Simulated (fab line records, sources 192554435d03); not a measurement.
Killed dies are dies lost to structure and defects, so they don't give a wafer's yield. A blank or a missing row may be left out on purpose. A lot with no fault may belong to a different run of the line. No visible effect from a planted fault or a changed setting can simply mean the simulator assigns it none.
Chamber matching / flow n5-finfet / N5_BEOL_M8_ETCH_65 on rie-diel-02 has 4 sister chambers
The step etches SiARC in CF4, target depth 15.6 nm, time 26 s. 4 wafers are shown with their chamber, then 9 later ones without.

## WAFERS, EACH WITH ITS CHAMBER
wafer=L086.1; chamber=3; showerhead-plenum-p-Torr (Torr)=2.17
wafer=L086.2; chamber=2; showerhead-plenum-p-Torr (Torr)=2.08
wafer=L089.2; chamber=1; showerhead-plenum-p-Torr (Torr)=2.13
wafer=L089.6; chamber=0; showerhead-plenum-p-Torr (Torr)=2.08

## WAFERS MISSING THEIR CHAMBER
wafer=L090.1; showerhead-plenum-p-Torr (Torr)=2.13
wafer=L090.3; showerhead-plenum-p-Torr (Torr)=2.08
wafer=L090.6; showerhead-plenum-p-Torr (Torr)=2.07
wafer=L093.1; showerhead-plenum-p-Torr (Torr)=2.08
wafer=L093.4; showerhead-plenum-p-Torr (Torr)=2.16
wafer=L093.6; showerhead-plenum-p-Torr (Torr)=2.07
wafer=L095.3; showerhead-plenum-p-Torr (Torr)=2.16
wafer=L095.5; showerhead-plenum-p-Torr (Torr)=2.16
wafer=L095.6; showerhead-plenum-p-Torr (Torr)=2.07

## WHICH CHAMBER EACH WENT THROUGH
wafer=L090.1; from the rows above=1; in truth=1
wafer=L090.3; from the rows above=can't be placed: 0 or 2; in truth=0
wafer=L090.6; from the rows above=can't be placed: 0 or 2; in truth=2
wafer=L093.1; from the rows above=can't be placed: 0 or 2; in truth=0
wafer=L093.4; from the rows above=3; in truth=3
wafer=L093.6; from the rows above=can't be placed: 0 or 2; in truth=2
wafer=L095.3; from the rows above=3; in truth=3
wafer=L095.5; from the rows above=3; in truth=3
wafer=L095.6; from the rows above=can't be placed: 0 or 2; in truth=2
Correctly placed: 4 of 9. Can't be placed from these rows: 5 (the true chamber is among the candidates in 5). 0 placed wrongly.
How it was worked out, from the rows above alone: a wafer's distance from a chamber is the root of the sum, over the readings, of the square of ((its reading less the chamber's mean) divided by the reading's scatter). The wafer belongs to the nearest chamber; if the next one is less than 2 further off, it can't be placed. For every chamber, the mean is computed from those of its wafers that are shown. The scatter: with one shown wafer a chamber, the root of the mean of the squares of how far each hidden wafer lies from its nearest shown one.
